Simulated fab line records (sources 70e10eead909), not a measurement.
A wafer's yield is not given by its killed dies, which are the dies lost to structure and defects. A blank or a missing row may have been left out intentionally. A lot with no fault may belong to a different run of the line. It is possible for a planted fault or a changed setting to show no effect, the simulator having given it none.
Which of the tools did it? :: flow nand_harc :: 11 lots with 33 wafers sampled at 5 steps, on a route of 1302 steps

== WHAT THE GAUGES READ, wafer by wafer ==
NHARC_END_SORT_01. Usual: killed_at_array 59, standard deviation 17; killed_at_other 0.9, standard deviation 1.6; killed_at_periphery 3.7, standard deviation 2.3; killed_dies 64, standard deviation 17; killed_open 3.3, standard deviation 1.8; killed_short 2.4, standard deviation 1.6.
lot: L135
measured: day 30 04:32
on: prober-02
killed_at_array: 673 673 673
killed_at_other: 0 0 0
killed_at_periphery: 4 4 4
killed_dies: 677 677 677
killed_open: 2 2 2
killed_short: 2 3 3
flag: OFF

lot: L136
measured: day 30 04:33
on: prober-01
killed_at_array: 673 676 675
killed_at_other: 0 1 0
killed_at_periphery: 4 0 2
killed_dies: 677 677 677
killed_open: 3 4 3
killed_short: 4 2 0
flag: OFF

== EACH LOT AND THE TOOL THAT RAN IT (in order: tool; ch and the chambers of the sampled wafers; start) ==
lot: L126
NHARC_A_CHANNEL_HOLE_D2_ETCH_38: rie_diel-01 ch 0,1, day 14 21:53
NHARC_A_CHANNEL_HOLE_D2_ETCH_39: rie_diel-01 ch 0,1, day 16 08:02 or earlier
NHARC_A_CHANNEL_FILL_D2_STRIP_28: rie_diel-11 ch 2,3, day 16 08:02
NHARC_A_CHANNEL_FILL_D2_STRIP_29: rie_diel-11 ch 0,1,2, day 17 00:55

lot: L129
NHARC_A_CHANNEL_HOLE_D2_ETCH_38: rie_diel-02 ch 0,1,2, day 15 12:33
NHARC_A_CHANNEL_HOLE_D2_ETCH_39: rie_diel-02 ch 0,1,2, day 16 21:07 or earlier
NHARC_A_CHANNEL_FILL_D2_STRIP_28: rie_diel-08 ch 0,2,3, day 16 21:07
NHARC_A_CHANNEL_FILL_D2_STRIP_29: rie_diel-11 ch 0,1,3, day 17 15:56

lot: L130
NHARC_A_CHANNEL_HOLE_D2_ETCH_38: rie_diel-13 ch 0,1,3, day 15 23:28
NHARC_A_CHANNEL_HOLE_D2_ETCH_39: rie_diel-13 ch 0,1,3, day 17 06:33 or earlier
NHARC_A_CHANNEL_FILL_D2_STRIP_28: rie_diel-11 ch 1,2,3, day 17 06:33
NHARC_A_CHANNEL_FILL_D2_STRIP_29: rie_diel-11 ch 0,1,3, day 18 01:17

lot: L131
NHARC_A_CHANNEL_HOLE_D2_ETCH_38: rie_diel-01 ch 1,2,3, day 16 12:30
NHARC_A_CHANNEL_HOLE_D2_ETCH_39: rie_diel-01 ch 0,1,3, day 17 23:08 or earlier
NHARC_A_CHANNEL_FILL_D2_STRIP_28: rie_diel-08 ch 1,2,3, day 17 23:08
NHARC_A_CHANNEL_FILL_D2_STRIP_29: rie_diel-11 ch 0,1,3, day 18 18:58

lot: L135
NHARC_A_CHANNEL_HOLE_D2_ETCH_38: rie_diel-01 ch 1,3, day 18 16:29
NHARC_A_CHANNEL_HOLE_D2_ETCH_39: rie_diel-01 ch 1,2, day 20 03:50 or earlier
NHARC_A_CHANNEL_FILL_D2_STRIP_28: rie_diel-11 ch 0,2,3, day 20 03:50
NHARC_A_CHANNEL_FILL_D2_STRIP_29: rie_diel-11 ch 0,3, day 20 22:35

lot: L136
NHARC_A_CHANNEL_HOLE_D2_ETCH_38: rie_diel-01 ch 0,1,2, day 19 07:42
NHARC_A_CHANNEL_HOLE_D2_ETCH_39: rie_diel-01 ch 1,2,3, day 20 15:52 or earlier
NHARC_A_CHANNEL_FILL_D2_STRIP_28: rie_diel-11 ch 0,1,2, day 20 15:52
NHARC_A_CHANNEL_FILL_D2_STRIP_29: rie_diel-08 ch 0,2,3, day 21 10:28

lot: L141
NHARC_A_CHANNEL_HOLE_D2_ETCH_38: rie_diel-02 ch 0,2, day 20 06:56
NHARC_A_CHANNEL_HOLE_D2_ETCH_39: rie_diel-02 ch 0,2,3, day 21 17:10 or earlier
NHARC_A_CHANNEL_FILL_D2_STRIP_28: rie_diel-08 ch 0,3, day 21 17:10
NHARC_A_CHANNEL_FILL_D2_STRIP_29: rie_diel-11 ch 0,3, day 22 12:29

lot: L142
NHARC_A_CHANNEL_HOLE_D2_ETCH_38: rie_diel-01 ch 2,3, day 20 14:35
NHARC_A_CHANNEL_HOLE_D2_ETCH_39: rie_diel-01 ch 1,2, day 22 01:56 or earlier
NHARC_A_CHANNEL_FILL_D2_STRIP_28: rie_diel-12 ch 0,1,3, day 22 01:56
NHARC_A_CHANNEL_FILL_D2_STRIP_29: rie_diel-11 ch 0,2,3, day 22 20:16

lot: L144
NHARC_A_CHANNEL_HOLE_D2_ETCH_38: rie_diel-13 ch 1,3, day 21 20:19
NHARC_A_CHANNEL_HOLE_D2_ETCH_39: rie_diel-13 ch 1,2,3, day 23 05:48 or earlier
NHARC_A_CHANNEL_FILL_D2_STRIP_28: rie_diel-11 ch 0,1,3, day 23 05:48
NHARC_A_CHANNEL_FILL_D2_STRIP_29: rie_diel-11 ch 0,1,3, day 24 00:16

lot: L145
NHARC_A_CHANNEL_HOLE_D2_ETCH_38: rie_diel-02 ch 0,1,3, day 21 22:51
NHARC_A_CHANNEL_HOLE_D2_ETCH_39: rie_diel-02 ch 0,1,2, day 23 05:49 or earlier
NHARC_A_CHANNEL_FILL_D2_STRIP_28: rie_diel-08 ch 1,2,3, day 23 05:49
NHARC_A_CHANNEL_FILL_D2_STRIP_29: rie_diel-11 ch 0,1,3, day 23 23:15

lot: L146
NHARC_A_CHANNEL_HOLE_D2_ETCH_38: rie_diel-01 ch 0,1,2, day 22 18:51
NHARC_A_CHANNEL_HOLE_D2_ETCH_39: rie_diel-01 ch 0,1, day 24 03:10 or earlier
NHARC_A_CHANNEL_FILL_D2_STRIP_28: rie_diel-08 ch 0,2,3, day 24 03:10
NHARC_A_CHANNEL_FILL_D2_STRIP_29: rie_diel-11 ch 0,1,3, day 24 20:43
- NHARC_A_CHANNEL_HOLE_D2_ETCH_38: etches the open film in CF4, target depth 39 nm, time 65 s.
- NHARC_A_CHANNEL_HOLE_D2_ETCH_39: etches the open film in N2/H2, target depth 260 nm, time 325 s.
- NHARC_A_CHANNEL_FILL_D2_STRIP_28: strips in O2, time 20 s.
- NHARC_A_CHANNEL_FILL_D2_STRIP_29: strips in O2, time 20 s.

== AS READ BY THE TOOLS THEMSELVES (means over the sampled wafers that have a number; for cases with no such wafer, the mark the record gives instead) ==
NHARC_A_CHANNEL_HOLE_D2_ETCH_38. Usual: drypump_motor_current_A 5.9 A, standard deviation 0.47; oes_product_au 1.000 a.u., standard deviation 0.016; rf_vpp_V 151.2 V, standard deviation 1.3; showerhead_plenum_p_Torr 1.76 Torr, standard deviation 0.083; throttle_valve_pct 13.284 %, standard deviation 0.0097.
lot: L126
tool: rie_diel-01
drypump_motor_current_A (A): 6.0
oes_product_au (a.u.): 0.988
rf_vpp_V (V): 150.0
showerhead_plenum_p_Torr (Torr): 1.71
throttle_valve_pct (%): 13.285
flag: 

lot: L129
tool: rie_diel-02
drypump_motor_current_A (A): 5.8
oes_product_au (a.u.): 0.989
rf_vpp_V (V): 151.4
showerhead_plenum_p_Torr (Torr): 1.76
throttle_valve_pct (%): 13.273
flag: 

lot: L130
tool: rie_diel-13
drypump_motor_current_A (A): 6.0
oes_product_au (a.u.): 1.008
rf_vpp_V (V): 151.4
showerhead_plenum_p_Torr (Torr): 1.79
throttle_valve_pct (%): 13.281
flag: 

lot: L131
tool: rie_diel-01
drypump_motor_current_A (A): 5.6
oes_product_au (a.u.): 1.006
rf_vpp_V (V): 150.5
showerhead_plenum_p_Torr (Torr): 1.74
throttle_valve_pct (%): 13.292
flag: 

lot: L135
tool: rie_diel-01
drypump_motor_current_A (A): 5.4
oes_product_au (a.u.): 1.009
rf_vpp_V (V): 151.6
showerhead_plenum_p_Torr (Torr): 1.82
throttle_valve_pct (%): 13.281
flag: 

lot: L136
tool: rie_diel-01
drypump_motor_current_A (A): 6.0
oes_product_au (a.u.): 1.003
rf_vpp_V (V): 150.6
showerhead_plenum_p_Torr (Torr): 1.69
throttle_valve_pct (%): 13.284
flag: 

lot: L141
tool: rie_diel-02
drypump_motor_current_A (A): 6.1
oes_product_au (a.u.): 0.998
rf_vpp_V (V): 152.5
showerhead_plenum_p_Torr (Torr): 1.82
throttle_valve_pct (%): 13.288
flag: 

lot: L142
tool: rie_diel-01
drypump_motor_current_A (A): 5.5
oes_product_au (a.u.): 1.016
rf_vpp_V (V): 151.3
showerhead_plenum_p_Torr (Torr): 1.73
throttle_valve_pct (%): 13.289
flag: 

lot: L144
tool: rie_diel-13
drypump_motor_current_A (A): 6.2
oes_product_au (a.u.): 0.995
rf_vpp_V (V): 151.6
showerhead_plenum_p_Torr (Torr): 1.73
throttle_valve_pct (%): 13.288
flag: 

lot: L145
tool: rie_diel-02
drypump_motor_current_A (A): 5.7
oes_product_au (a.u.): 0.984
rf_vpp_V (V): 150.0
showerhead_plenum_p_Torr (Torr): 1.71
throttle_valve_pct (%): 13.289
flag: 

lot: L146
tool: rie_diel-01
drypump_motor_current_A (A): 6.0
oes_product_au (a.u.): 1.003
rf_vpp_V (V): 150.6
showerhead_plenum_p_Torr (Torr): 1.69
throttle_valve_pct (%): 13.290
flag: 

NHARC_A_CHANNEL_HOLE_D2_ETCH_39. Usual: drypump_motor_current_A 5.9 A, standard deviation 0.47; oes_product_au 1.000 a.u., standard deviation 0.015; rf_vpp_V 430 V, standard deviation 3.1; showerhead_plenum_p_Torr 2.03 Torr, standard deviation 0.11; throttle_valve_pct 14.171 %, standard deviation 0.0088.
lot: L126
tool: rie_diel-01
drypump_motor_current_A (A): 6.2
oes_product_au (a.u.): 0.990
rf_vpp_V (V): 429
showerhead_plenum_p_Torr (Torr): 1.99
throttle_valve_pct (%): 14.169
flag: 

lot: L129
tool: rie_diel-02
drypump_motor_current_A (A): 5.8
oes_product_au (a.u.): 0.997
rf_vpp_V (V): 430
showerhead_plenum_p_Torr (Torr): 2.03
throttle_valve_pct (%): 14.171
flag: 

lot: L130
tool: rie_diel-13
drypump_motor_current_A (A): 6.0
oes_product_au (a.u.): 0.992
rf_vpp_V (V): 432
showerhead_plenum_p_Torr (Torr): 2.07
throttle_valve_pct (%): 14.173
flag: 

lot: L131
tool: rie_diel-01
drypump_motor_current_A (A): 5.8
oes_product_au (a.u.): 0.991
rf_vpp_V (V): 431
showerhead_plenum_p_Torr (Torr): 2.04
throttle_valve_pct (%): 14.162
flag: 

lot: L135
tool: rie_diel-01
drypump_motor_current_A (A): 5.7
oes_product_au (a.u.): 1.009
rf_vpp_V (V): 427
showerhead_plenum_p_Torr (Torr): 1.91
throttle_valve_pct (%): 14.179
flag: 

lot: L136
tool: rie_diel-01
drypump_motor_current_A (A): 5.5
oes_product_au (a.u.): 1.014
rf_vpp_V (V): 429
showerhead_plenum_p_Torr (Torr): 2.00
throttle_valve_pct (%): 14.167
flag: 

lot: L141
tool: rie_diel-02
drypump_motor_current_A (A): 6.0
oes_product_au (a.u.): 0.995
rf_vpp_V (V): 430
showerhead_plenum_p_Torr (Torr): 2.04
throttle_valve_pct (%): 14.171
flag: 

lot: L142
tool: rie_diel-01
drypump_motor_current_A (A): 5.7
oes_product_au (a.u.): 1.010
rf_vpp_V (V): 427
showerhead_plenum_p_Torr (Torr): 1.90
throttle_valve_pct (%): 14.168
flag: 

lot: L144
tool: rie_diel-13
drypump_motor_current_A (A): 6.2
oes_product_au (a.u.): 1.009
rf_vpp_V (V): 430
showerhead_plenum_p_Torr (Torr): 2.03
throttle_valve_pct (%): 14.174
flag: 

lot: L145
tool: rie_diel-02
drypump_motor_current_A (A): 5.8
oes_product_au (a.u.): 0.986
rf_vpp_V (V): 431
showerhead_plenum_p_Torr (Torr): 2.02
throttle_valve_pct (%): 14.179
flag: 

lot: L146
tool: rie_diel-01
drypump_motor_current_A (A): 6.2
oes_product_au (a.u.): 1.004
rf_vpp_V (V): 429
showerhead_plenum_p_Torr (Torr): 1.99
throttle_valve_pct (%): 14.168
flag: 

NHARC_A_CHANNEL_FILL_D2_STRIP_28. Usual: chamber_pressure_mTorr 60.00 mTorr, standard deviation 0.057; drypump_motor_current_A 5.8 A, standard deviation 0.45; oes_product_au 1.000 a.u., standard deviation 0.015; rf_vpp_V 57.6 V, standard deviation 0.92; showerhead_plenum_p_Torr 3.46 Torr, standard deviation 0.13; throttle_valve_pct 17.036 %, standard deviation 0.0083.
lot: L126
tool: rie_diel-11
chamber_pressure_mTorr (mTorr): 59.97
drypump_motor_current_A (A): 6.1
oes_product_au (a.u.): 1.001
rf_vpp_V (V): 57.2
showerhead_plenum_p_Torr (Torr): 3.42
throttle_valve_pct (%): 17.032
flag: 

lot: L129
tool: rie_diel-08
chamber_pressure_mTorr (mTorr): 60.00
drypump_motor_current_A (A): 5.9
oes_product_au (a.u.): 0.992
rf_vpp_V (V): 57.9
showerhead_plenum_p_Torr (Torr): 3.49
throttle_valve_pct (%): 17.038
flag: 

lot: L130
tool: rie_diel-11
chamber_pressure_mTorr (mTorr): 60.01
drypump_motor_current_A (A): 6.2
oes_product_au (a.u.): 0.993
rf_vpp_V (V): 57.6
showerhead_plenum_p_Torr (Torr): 3.48
throttle_valve_pct (%): 17.041
flag: 

lot: L131
tool: rie_diel-08
chamber_pressure_mTorr (mTorr): 59.93
drypump_motor_current_A (A): 5.6
oes_product_au (a.u.): 0.998
rf_vpp_V (V): 58.1
showerhead_plenum_p_Torr (Torr): 3.49
throttle_valve_pct (%): 17.039
flag: 

lot: L135
tool: rie_diel-11
chamber_pressure_mTorr (mTorr): 60.02
drypump_motor_current_A (A): 5.9
oes_product_au (a.u.): 1.007
rf_vpp_V (V): 58.1
showerhead_plenum_p_Torr (Torr): 3.45
throttle_valve_pct (%): 17.027
flag: 

lot: L136
tool: rie_diel-11
chamber_pressure_mTorr (mTorr): 59.97
drypump_motor_current_A (A): 5.9
oes_product_au (a.u.): 1.007
rf_vpp_V (V): 57.4
showerhead_plenum_p_Torr (Torr): 3.51
throttle_valve_pct (%): 17.040
flag: 

lot: L141
tool: rie_diel-08
chamber_pressure_mTorr (mTorr): 60.04
drypump_motor_current_A (A): 6.1
oes_product_au (a.u.): 0.985
rf_vpp_V (V): 58.0
showerhead_plenum_p_Torr (Torr): 3.43
throttle_valve_pct (%): 17.036
flag: 

lot: L142
tool: rie_diel-12
chamber_pressure_mTorr (mTorr): 59.96
drypump_motor_current_A (A): 5.6
oes_product_au (a.u.): 0.991
rf_vpp_V (V): 58.5
showerhead_plenum_p_Torr (Torr): 3.51
throttle_valve_pct (%): 17.042
flag: 

lot: L144
tool: rie_diel-11
chamber_pressure_mTorr (mTorr): 59.99
drypump_motor_current_A (A): 6.2
oes_product_au (a.u.): 1.015
rf_vpp_V (V): 57.9
showerhead_plenum_p_Torr (Torr): 3.48
throttle_valve_pct (%): 17.033
flag: 

lot: L145
tool: rie_diel-08
chamber_pressure_mTorr (mTorr): 60.03
drypump_motor_current_A (A): 5.6
oes_product_au (a.u.): 1.004
rf_vpp_V (V): 57.8
showerhead_plenum_p_Torr (Torr): 3.48
throttle_valve_pct (%): 17.040
flag: 

lot: L146
tool: rie_diel-08
chamber_pressure_mTorr (mTorr): 60.02
drypump_motor_current_A (A): 5.9
oes_product_au (a.u.): 0.992
rf_vpp_V (V): 57.3
showerhead_plenum_p_Torr (Torr): 3.48
throttle_valve_pct (%): 17.038
flag: 

NHARC_A_CHANNEL_FILL_D2_STRIP_29. Usual: chamber_pressure_mTorr 60.00 mTorr, standard deviation 0.051; drypump_motor_current_A 5.9 A, standard deviation 0.46; oes_product_au 1.001 a.u., standard deviation 0.014; rf_vpp_V 57.7 V, standard deviation 0.87; showerhead_plenum_p_Torr 3.46 Torr, standard deviation 0.1; throttle_valve_pct 17.037 %, standard deviation 0.0087.
lot: L126
tool: rie_diel-11
chamber_pressure_mTorr (mTorr): 60.05
drypump_motor_current_A (A): 6.0
oes_product_au (a.u.): 1.002
rf_vpp_V (V): 57.7
showerhead_plenum_p_Torr (Torr): 3.51
throttle_valve_pct (%): 17.032
flag: 

lot: L129
tool: rie_diel-11
chamber_pressure_mTorr (mTorr): 60.03
drypump_motor_current_A (A): 6.2
oes_product_au (a.u.): 1.000
rf_vpp_V (V): 58.4
showerhead_plenum_p_Torr (Torr): 3.49
throttle_valve_pct (%): 17.037
flag: 

lot: L130
tool: rie_diel-11
chamber_pressure_mTorr (mTorr): 59.97
drypump_motor_current_A (A): 6.2
oes_product_au (a.u.): 1.004
rf_vpp_V (V): 57.7
showerhead_plenum_p_Torr (Torr): 3.49
throttle_valve_pct (%): 17.037
flag: 

lot: L131
tool: rie_diel-11
chamber_pressure_mTorr (mTorr): 59.97
drypump_motor_current_A (A): 6.2
oes_product_au (a.u.): 1.003
rf_vpp_V (V): 57.7
showerhead_plenum_p_Torr (Torr): 3.49
throttle_valve_pct (%): 17.043
flag: 

lot: L135
tool: rie_diel-11
chamber_pressure_mTorr (mTorr): -
drypump_motor_current_A (A): -
oes_product_au (a.u.): -
rf_vpp_V (V): -
showerhead_plenum_p_Torr (Torr): -
throttle_valve_pct (%): -
flag: OFF

lot: L136
tool: rie_diel-08
chamber_pressure_mTorr (mTorr): -
drypump_motor_current_A (A): -
oes_product_au (a.u.): -
rf_vpp_V (V): -
showerhead_plenum_p_Torr (Torr): -
throttle_valve_pct (%): -
flag: OFF

lot: L141
tool: rie_diel-11
chamber_pressure_mTorr (mTorr): 59.94
drypump_motor_current_A (A): 5.9
oes_product_au (a.u.): 1.016
rf_vpp_V (V): 58.0
showerhead_plenum_p_Torr (Torr): 3.46
throttle_valve_pct (%): 17.041
flag: 

lot: L142
tool: rie_diel-11
chamber_pressure_mTorr (mTorr): 60.02
drypump_motor_current_A (A): 5.9
oes_product_au (a.u.): 1.010
rf_vpp_V (V): 57.0
showerhead_plenum_p_Torr (Torr): 3.45
throttle_valve_pct (%): 17.033
flag: 

lot: L144
tool: rie_diel-11
chamber_pressure_mTorr (mTorr): 59.95
drypump_motor_current_A (A): 6.2
oes_product_au (a.u.): 1.012
rf_vpp_V (V): 57.4
showerhead_plenum_p_Torr (Torr): 3.48
throttle_valve_pct (%): 17.039
flag: 

lot: L145
tool: rie_diel-11
chamber_pressure_mTorr (mTorr): 59.99
drypump_motor_current_A (A): 6.2
oes_product_au (a.u.): 1.007
rf_vpp_V (V): 58.3
showerhead_plenum_p_Torr (Torr): 3.48
throttle_valve_pct (%): 17.034
flag: 

lot: L146
tool: rie_diel-11
chamber_pressure_mTorr (mTorr): 59.99
drypump_motor_current_A (A): 6.2
oes_product_au (a.u.): 1.006
rf_vpp_V (V): 58.1
showerhead_plenum_p_Torr (Torr): 3.48
throttle_valve_pct (%): 17.046
flag: 

== THE ANSWER, worked out from the rows above alone ==
Rule: take the mean of a lot's wafers that have a number; if it is more than 3 standard deviations from the usual mean, the lot is off. Also off: a lot with no number at a reading for which 4 or more lots have one. Where the step has rows for the other lots, those lots are counted as sound. First the gauges in route order, then the tools' own readings, where a lot's mean is used as printed above. At the first step where some lot is off, the reading lying furthest off is the one used; lots without a number count as furthest.
Off, at NHARC_END_SORT_01 on killed_at_array: L135, L136. Neither off nor sound, because the step has no rows for them: L126, L129, L130, L131, L141, L142, L144, L145, L146.
A tool fits if, at a process step before that reading, it ran every lot that is off, and no sound lot after the first of them. The gauges at NHARC_END_SORT_01 aren't tried: what is off there is off at NHARC_A_CHANNEL_FILL_D2_STRIP_29 too, on other tools, and a gauge's error can't cause that. NHARC_A_CHANNEL_HOLE_D2_ETCH_39: start missing for some lots; hours and lot order therefore follow NHARC_A_CHANNEL_FILL_D2_STRIP_28. Undecided on this evidence; 2 tools fit (rie_diel-01 at NHARC_A_CHANNEL_HOLE_D2_ETCH_38 and NHARC_A_CHANNEL_HOLE_D2_ETCH_39, rie_diel-11 at NHARC_A_CHANNEL_FILL_D2_STRIP_28).

== WHAT THE SIMULATOR HAD PUT IN ==
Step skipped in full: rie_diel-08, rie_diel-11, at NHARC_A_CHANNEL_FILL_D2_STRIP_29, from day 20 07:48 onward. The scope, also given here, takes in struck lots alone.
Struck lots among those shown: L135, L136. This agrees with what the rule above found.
